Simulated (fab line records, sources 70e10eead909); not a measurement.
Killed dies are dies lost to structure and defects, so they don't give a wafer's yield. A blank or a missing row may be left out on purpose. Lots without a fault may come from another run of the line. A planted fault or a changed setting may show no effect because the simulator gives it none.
Which tool did it? | flow nand_harc | 6 lots, 18 wafers sampled, at 5 steps of a route of 1302

WHAT THE GAUGES READ, wafer by wafer
NHARC_END_SORT_01.
lot  | measured     | on        | killed_at_periphery
L962 | day 25 02:03 | prober-02 | 2 6 2
L965 | day 26 06:44 | prober-02 | 77 66 71
L968 | day 27 09:07 | prober-01 | 3

WHICH TOOL RAN EACH LOT (tool, then ch and the chambers of the sampled wafers, then the start)
lot  | NHARC_P_BONDPAD_DEP_00          | NHARC_THIN_TSV_ETCHBACK_48         | NHARC_THIN_TSV_PVD_51                   | NHARC_THIN_TSV_PRE_CLEAN_54
L962 | pecvd-01 ch 0,1, day 7 07:20    | rie_diel-06 ch 0,2,3, day 24 12:35 | pvd_sputter-03, day 24 15:09 or earlier | pvd_sputter-03, day 24 15:09
L965 | pecvd-01 ch 0,1, day 8 13:25    | rie_diel-06 ch 2,3, day 25 17:17   | pvd_sputter-02, day 25 19:52 or earlier | pvd_sputter-02, day 25 19:52
L968 | pecvd-04 ch 0,1,2, day 10 00:32 | rie_diel-05 ch 0,3, day 26 18:49   | pvd_sputter-02, day 26 21:25 or earlier | pvd_sputter-01, day 26 21:25
L977 | pecvd-01 ch 0,2, day 13 15:27   | rie_diel-05 ch 0,1,3, day 30 14:32 | pvd_sputter-01, day 30 17:07 or earlier | pvd_sputter-02, day 30 17:07
L979 | pecvd-01 ch 0,2, day 14 16:17   | rie_diel-06 ch 0,1,3, day 32 06:16 | pvd_sputter-03, day 32 08:49 or earlier | pvd_sputter-03, day 32 08:49
L982 | pecvd-01 ch 0,1,2, day 15 16:15 | rie_diel-06 ch 0,2, day 32 20:02   | pvd_sputter-03, day 32 22:35 or earlier | pvd_sputter-02, day 32 22:35
- NHARC_P_BONDPAD_DEP_00: deposits SiCN, target thk 250 nm.
- NHARC_THIN_TSV_ETCHBACK_48: etches the open film in C4F8/Ar, target depth 1028.5 nm, time 405.17 s.
- NHARC_THIN_TSV_PVD_51: deposits Cu, target thk 100 nm.
- NHARC_THIN_TSV_PRE_CLEAN_54: time 30 s.

THE ANSWER, worked out from the rows above alone
Rule: what is usual is taken from the lots themselves. Put in order of their means at a reading, lots are off if they are a third of the lots or fewer, leave a main group of 4 or more, and stand apart from it by a gap of 3 or more times the standard deviation of the main group's means; of several such gaps the widest counts. A main group whose means are all the same, to the digits that the tables above print for the reading, isn't used. A lot without any number at a reading at which 4 lots or more have one is off too. The other lots that the step has rows for count as sound.
No lot is off at any reading shown: from this, nothing can be told.

WHAT THE SIMULATOR HAD PUT IN
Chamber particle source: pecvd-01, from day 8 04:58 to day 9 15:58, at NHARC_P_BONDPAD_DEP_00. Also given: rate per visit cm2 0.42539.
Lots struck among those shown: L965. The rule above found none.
